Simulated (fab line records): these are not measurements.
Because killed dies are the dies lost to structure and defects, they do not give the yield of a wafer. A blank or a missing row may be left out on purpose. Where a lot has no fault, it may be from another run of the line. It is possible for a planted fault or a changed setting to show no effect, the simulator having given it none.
One fault seen from 2 desks -- flow nand-harc -- every desk sees just its own numbers, and what lay behind them comes last

== AT THE TOOL OWNER'S DESK: arfi-scanner-01 ==
The tool's own readings at NHARC_P_M2_EXPOSE_06 (exposes mask P M2, target cd 170 nm): means of the sampled wafers that have a number, for each lot that ran on this tool. Any lot whose mean is over 4 standard deviations away from the usual mean is out of limits and marked OUT; that distance is given in the brackets.
Columns: A = exposure-dose-mJ-cm2 at NHARC_P_M2_EXPOSE_06, usual 80.71
lot,first seen here,A
L229,day 7 23:56,89.44 (+99 or more) OUT
L230,day 8 15:19,87.65 (+95) OUT
This desk's verdict: out of limits on L229, L230, starting with L229 at day 7 23:56 (exposure-dose-mJ-cm2 at NHARC_P_M2_EXPOSE_06). In limits: none.

== FROM THE METROLOGY DESK ==
Means of the sampled wafers that have a number, per lot and without regard to the tool the lot ran on: this is what the gauges read. Any lot whose mean is over 4 standard deviations away from the usual mean is out of limits and marked OUT; that distance is given in the brackets.
Columns: A = cd-nm at NHARC_P_M2_CD_MEAS_09, usual 169.8 nm; B = overlay-x-nm at NHARC_P_M2_OVL_MEAS_10, usual -0.2 nm; C = overlay-y-nm at NHARC_P_M2_OVL_MEAS_10, usual 0.2 nm
lot,first seen here,A,B,C
L222,day 6 05:44,171.0,0.2,0.3
L229,day 8 00:04,176.1 (+11) OUT,-2.4,0.4
L230,day 8 15:28,174.9 (+9.2) OUT,-0.7,1.7
L235,day 9 22:04,170.1,0.1,-2.0
L237,day 10 10:08,169.6,0.0,0.9
L238,day 10 11:25,170.1,-0.3,0.1
L240,day 10 16:39,168.4,-2.2,1.2
L239,day 10 20:04,169.6,-0.3,0.8
L243,day 11 09:25,170.1,1.3,-0.0
L244,day 11 13:24,170.0,0.6,1.7
L245,day 11 17:46,169.3,1.0,-1.7
This desk's verdict: out of limits on L229, L230, starting with L229 at day 8 00:04 (cd-nm at NHARC_P_M2_CD_MEAS_09). L222, L235, L237, L238, L240, L239, L243, L244, L245 stayed within limits.

== TAKEN TOGETHER ==
An alarm could have come from the tool owner's desk at day 7 23:56, on L229, L230.
On L229, L230, the metrology desk was in a position to raise an alarm at day 8 00:04.
All the named lots went through NHARC_P_M2_EXPOSE_06 on arfi-scanner-01.

== WHAT THE SIMULATOR HAD PUT IN ==
Process parameters drifting: arfi-scanner-01 at NHARC_P_M2_EXPOSE_06, beginning at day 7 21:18. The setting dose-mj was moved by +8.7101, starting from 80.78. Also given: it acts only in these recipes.
Struck lots among those shown: L229, L230.
Fault start to first reading out of limits, in hours, per desk: tool owner, 3; metrology, 3.
